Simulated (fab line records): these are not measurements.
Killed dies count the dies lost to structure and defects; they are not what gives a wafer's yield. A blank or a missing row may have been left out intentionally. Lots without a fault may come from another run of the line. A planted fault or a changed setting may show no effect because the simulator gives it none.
Which of the tools did it? | flow n5Finfet | 23 lots, 69 wafers sampled, at 4 steps of a route of 1938

WHAT THE GAUGES SHOWED, per wafer
N5_HKMG_FIN_INSPECT_28: inspects for defects (darkfield). Usual: rawDefectCount 43, standard deviation 18.
lot  | measured     | on               | rawDefectCount | flag
L074 | day 4 07:19  | defectInspect-02 | 39 66 60       | 
L075 | day 4 12:20  | defectInspect-02 | 29 21 34       | 
L076 | day 4 20:28  | defectInspect-02 | 24 49 16       | 
L077 | day 5 02:32  | defectInspect-02 | 35 19 35       | 
L079 | day 5 14:36  | defectInspect-01 | 28 39 29       | 
L080 | day 5 21:06  | defectInspect-02 | 26 30 24       | 
L081 | day 6 01:49  | defectInspect-01 | 52 57 45       | 
L082 | day 6 07:33  | defectInspect-02 | 32 30 25       | 
L083 | day 6 14:32  | defectInspect-02 | 29 43 47       | 
L084 | day 6 18:33  | defectInspect-01 | 47 58 51       | 
L085 | day 7 03:48  | defectInspect-01 | 55 78 70       | 
L086 | day 7 06:58  | defectInspect-01 | 24 55 53       | 
L087 | day 7 16:05  | defectInspect-02 | 46 41 30       | 
L088 | day 7 20:58  | defectInspect-02 | 58 47 34       | 
L089 | day 8 00:01  | defectInspect-02 | 65 50 41       | 
L090 | day 8 10:41  | defectInspect-02 | 57 60 73       | 
L091 | day 8 13:43  | defectInspect-01 | 55 27 29       | 
L092 | day 8 20:40  | defectInspect-02 | 44 54 53       | 
L093 | day 8 23:14  | defectInspect-02 | 94 47 26       | 
L094 | day 9 10:31  | defectInspect-01 | 70 70 54       | 
L095 | day 9 16:19  | defectInspect-02 | 23 51 12       | 
L096 | day 9 21:47  | defectInspect-01 | 63 31 32       | 
L097 | day 10 01:10 | defectInspect-02 | 51 35 27       | 

N5_GATE_CUT_OVL_MEAS_14. Usual: GATE_CUT_OVL 0.2 nm, standard deviation 0.53.
lot  | measured     | on         | GATE_CUT_OVL (nm) | flag
L074 | day 4 11:20  | overlay-01 | -0.5 0.1 -0.4     | 
L075 | day 4 16:05  | overlay-01 | 0.0 0.6 0.7       | 
L076 | day 5 00:05  | overlay-01 | 0.3 0.1 -0.3      | 
L077 | day 5 06:10  | overlay-02 | 0.8 -0.1 0.5      | 
L079 | day 5 18:39  | overlay-02 | -0.1 -0.6 -0.2    | 
L080 | day 6 00:50  | overlay-02 | 0.1 0.2 0.5       | 
L081 | day 6 06:41  | overlay-02 | 1.5 0.8 0.5       | 
L082 | day 6 11:22  | overlay-02 | 0.8 -0.3 0.3      | 
L083 | day 6 18:11  | overlay-02 | 0.6 1.3 1.1       | 
L084 | day 6 22:22  | overlay-02 | 0.3 -0.5 0.4      | 
L085 | day 7 07:30  | overlay-02 | 0.7 0.6 0.3       | 
L086 | day 7 10:53  | overlay-01 | -0.2 -0.4 0.3     | 
L087 | day 7 19:52  | overlay-01 | 1.0 0.9 0.1       | 
L088 | day 8 00:38  | overlay-02 | -0.1 0.2 1.2      | 
L089 | day 8 04:03  | overlay-01 | -0.2 -0.7 -0.4    | 
L090 | day 8 14:20  | overlay-02 | 0.3 -0.2 0.3      | 
L091 | day 8 17:54  | overlay-02 | 0.8 0.7 1.0       | 
L092 | day 9 00:17  | overlay-02 | 0.8 0.9 0.8       | 
L093 | day 9 02:58  | overlay-02 | 0.0 0.8 0.0       | 
L094 | day 9 14:19  | overlay-01 | 0.1 -0.5 -0.2     | 
L095 | day 9 20:05  | overlay-01 | -0.2 0.5 -0.1     | 
L096 | day 10 01:39 | overlay-02 | 0.0 0.0 0.0       | 
L097 | day 10 04:46 | overlay-02 | 0.7 0.5 -0.1      | 

EACH LOT AND THE TOOL THAT RAN IT (in order: tool; ch and the chambers of the sampled wafers; start)
lot  | N5_HKMG_FIN_ALD_72           | N5_GATE_CUT_ETCH_58
L074 | cvdW-02 ch 0,1, day 4 06:28  | rieDiel-01 ch 0,3, day 4 07:55
L075 | cvdW-01 ch 0,1, day 4 11:27  | rieDiel-06 ch 0,1,2, day 4 12:40
L076 | cvdW-01 ch 0,1, day 4 19:36  | rieDiel-01 ch 0,2,3, day 4 20:48
L077 | cvdW-02 ch 0,1, day 5 01:40  | rieDiel-02 ch 2,3, day 5 02:52
L079 | cvdW-02 ch 0,1, day 5 13:44  | rieDiel-02 ch 1,3, day 5 15:03
L080 | cvdW-02 ch 0,1, day 5 20:12  | rieDiel-02 ch 1,3, day 5 21:25
L081 | cvdW-02 ch 0, day 6 00:53    | rieDiel-01 ch 1,2,3, day 6 02:25
L082 | cvdW-01 ch 0,1, day 6 06:40  | rieDiel-02 ch 0,1,3, day 6 07:55
L083 | cvdW-02 ch 0,1, day 6 13:39  | rieDiel-06 ch 0,2, day 6 14:52
L084 | cvdW-01 ch 0, day 6 17:40    | rieDiel-02 ch 0,2,3, day 6 18:53
L085 | cvdW-02 ch 0,1, day 7 02:56  | rieDiel-01 ch 1,2,3, day 7 04:07
L086 | cvdW-02 ch 0,1, day 7 06:04  | rieDiel-02 ch 0,3, day 7 07:37
L087 | cvdW-01 ch 0,1, day 7 15:13  | rieDiel-01 ch 0,2,3, day 7 16:25
L088 | cvdW-02 ch 0, day 7 20:02    | rieDiel-01 ch 1,2,3, day 7 21:17
L089 | cvdW-01 ch 0,1, day 7 23:08  | rieDiel-02 ch 1,2,3, day 8 00:22
L090 | cvdW-02 ch 0,1, day 8 09:49  | rieDiel-06 ch 1,3, day 8 11:02
L091 | cvdW-01 ch 0,1, day 8 12:50  | rieDiel-06 ch 1,3, day 8 14:02
L092 | cvdW-01 ch 0,1, day 8 19:47  | rieDiel-01 ch 0,1,2, day 8 21:00
L093 | cvdW-02 ch 0,1, day 8 22:21  | rieDiel-06 ch 2,3, day 8 23:34
L094 | cvdW-02 ch 0, day 9 09:33    | rieDiel-01 ch 1,2,3, day 9 10:51
L095 | cvdW-02 ch 0, day 9 15:26    | rieDiel-01 ch 1,3, day 9 16:41
L096 | cvdW-01 ch 0,1, day 9 20:53  | rieDiel-02 ch 0,2,3, day 9 22:22
L097 | cvdW-02 ch 0,1, day 10 00:17 | rieDiel-01 ch 2,3, day 10 01:29
- N5_HKMG_FIN_ALD_72: deposits W, target thk 2 nm, pulse time 1 s, purge time 2 s.
- N5_GATE_CUT_ETCH_58: etches SiNx in CH3F/O2, target depth 17 nm, time 128.6 s.

WHAT THE TOOLS THEMSELVES READ (means of the sampled wafers that have a number; where no wafer has one, the mark that the record gives instead)
N5_HKMG_FIN_ALD_72. Usual: heaterPowerW 504 W, standard deviation 73; precursorPulseHeightRel 1.000, standard deviation 0.019.
lot  | tool    | heaterPowerW (W) | precursorPulseHeightRel | flag
L074 | cvdW-02 | 554              | 0.999                   | 
L075 | cvdW-01 | 407              | 0.992                   | 
L076 | cvdW-01 | 457              | 1.000                   | 
L077 | cvdW-02 | 529              | 1.018                   | 
L079 | cvdW-02 | 562              | 0.993                   | 
L080 | cvdW-02 | 565              | 0.994                   | 
L081 | cvdW-02 | 580              | 0.981                   | 
L082 | cvdW-01 | 455              | 1.014                   | 
L083 | cvdW-02 | 556              | 0.992                   | 
L084 | cvdW-01 | 497              | 0.997                   | 
L085 | cvdW-02 | 532              | 1.000                   | 
L086 | cvdW-02 | 556              | 1.003                   | 
L087 | cvdW-01 | 451              | 0.996                   | 
L088 | cvdW-02 | 573              | 0.993                   | 
L089 | cvdW-01 | 411              | 0.970                   | 
L090 | cvdW-02 | 557              | 0.996                   | 
L091 | cvdW-01 | 414              | 0.998                   | 
L092 | cvdW-01 | 411              | 1.029                   | 
L093 | cvdW-02 | 521              | 1.014                   | 
L094 | cvdW-02 | 573              | 1.012                   | 
L095 | cvdW-02 | 574              | 0.994                   | 
L096 | cvdW-01 | 455              | 1.001                   | 
L097 | cvdW-02 | 526              | 1.001                   | 

N5_GATE_CUT_ETCH_58. Usual: CH3F_flow_sccm 30.00 sccm, standard deviation 0.098; biasW 21.00 W, standard deviation 0.06; drypumpMotorCurrentA 5.8 A, standard deviation 0.41; oesProductAu 0.77 a.u., standard deviation 0.081; rfVppV 99.2 V, standard deviation 0.94; showerheadPlenumPTorr 2.00 Torr, standard deviation 0.059; throttleValvePct 16.32 %, standard deviation 0.25.
lot  | tool       | CH3F_flow_sccm (sccm) | biasW (W) | drypumpMotorCurrentA (A) | oesProductAu (a.u.) | rfVppV (V) | showerheadPlenumPTorr (Torr) | throttleValvePct (%) | flag
L074 | rieDiel-01 | 29.92                 | 21.03     | 5.7                      | 0.85                | 100.1      | 2.08                         | 16.26                | 
L075 | rieDiel-06 | 30.06                 | 21.01     | 5.5                      | 0.71                | 99.5       | 2.01                         | 16.41                | 
L076 | rieDiel-01 | 30.06                 | 20.98     | 5.6                      | 0.81                | 99.6       | 2.04                         | 16.26                | 
L077 | rieDiel-02 | 29.92                 | 21.01     | 6.2                      | 0.71                | 99.8       | 2.01                         | 16.35                | 
L079 | rieDiel-02 | 30.09                 | 20.95     | 5.6                      | 0.74                | 99.0       | 1.94                         | 16.12                | 
L080 | rieDiel-02 | 29.97                 | 20.94     | 5.6                      | 0.74                | 98.5       | 1.94                         | 16.13                | 
L081 | rieDiel-01 | 30.04                 | 21.05     | 6.0                      | 0.83                | 99.2       | 2.02                         | 16.15                | 
L082 | rieDiel-02 | 30.03                 | 20.98     | 5.8                      | 0.72                | 98.7       | 1.93                         | 16.41                | 
L083 | rieDiel-06 | 30.03                 | 21.04     | 5.7                      | 0.71                | 98.7       | 2.01                         | 16.46                | 
L084 | rieDiel-02 | 30.00                 | 21.00     | 6.0                      | 0.70                | 99.1       | 1.98                         | 16.54                | 
L085 | rieDiel-01 | 30.01                 | 20.97     | 6.0                      | 0.82                | 99.1       | 2.02                         | 16.17                | 
L086 | rieDiel-02 | 30.06                 | 20.98     | 6.2                      | 0.68                | 98.9       | 1.95                         | 16.55                | 
L087 | rieDiel-01 | 30.01                 | 21.01     | 5.6                      | 0.79                | 99.0       | 2.04                         | 16.29                | 
L088 | rieDiel-01 | 30.00                 | 21.04     | 6.0                      | 0.81                | 99.7       | 2.02                         | 16.15                | 
L089 | rieDiel-02 | 29.97                 | 21.05     | 5.8                      | 0.71                | 99.0       | 1.98                         | 16.27                | 
L090 | rieDiel-06 | 29.89                 | 21.00     | 5.5                      | 0.74                | 99.2       | 1.99                         | 16.24                | 
L091 | rieDiel-06 | 30.05                 | 20.97     | 5.5                      | 0.81                | 99.5       | 2.02                         | 16.15                | 
L092 | rieDiel-01 | 29.98                 | 21.00     | 5.8                      | 0.80                | 99.1       | 1.99                         | 16.28                | 
L093 | rieDiel-06 | 29.97                 | 21.02     | 5.4                      | 0.83                | 99.2       | 2.05                         | 16.25                | 
L094 | rieDiel-01 | 29.93                 | 20.99     | 6.0                      | 0.81                | 98.8       | 2.02                         | 16.17                | 
L095 | rieDiel-01 | 29.97                 | 21.05     | 6.2                      | 0.85                | 98.4       | 2.00                         | 16.19                | 
L096 | rieDiel-02 | 29.99                 | 21.01     | 6.0                      | 0.68                | 98.3       | 1.97                         | 16.59                | 
L097 | rieDiel-01 | 29.91                 | 20.94     | 5.7                      | 0.75                | 99.4       | 2.02                         | 16.19                | 

THE ANSWER, worked out from the rows above alone
Rule: a lot counts as off when the mean over its wafers that have a number is more than 3 standard deviations away from the usual mean. A lot without any number at a reading at which 4 lots or more have one is off too. All remaining lots with rows at the step are treated as sound. First the gauges in route order, then the tools' own readings, where a lot's mean is used as printed above. The first step at which some lot is off is used, and at that step the reading that is off furthest; a lot without a number counts as furthest.
No lot is off on any of the readings shown, so nothing can be concluded from this.

WHAT THE SIMULATOR HAD PUT IN
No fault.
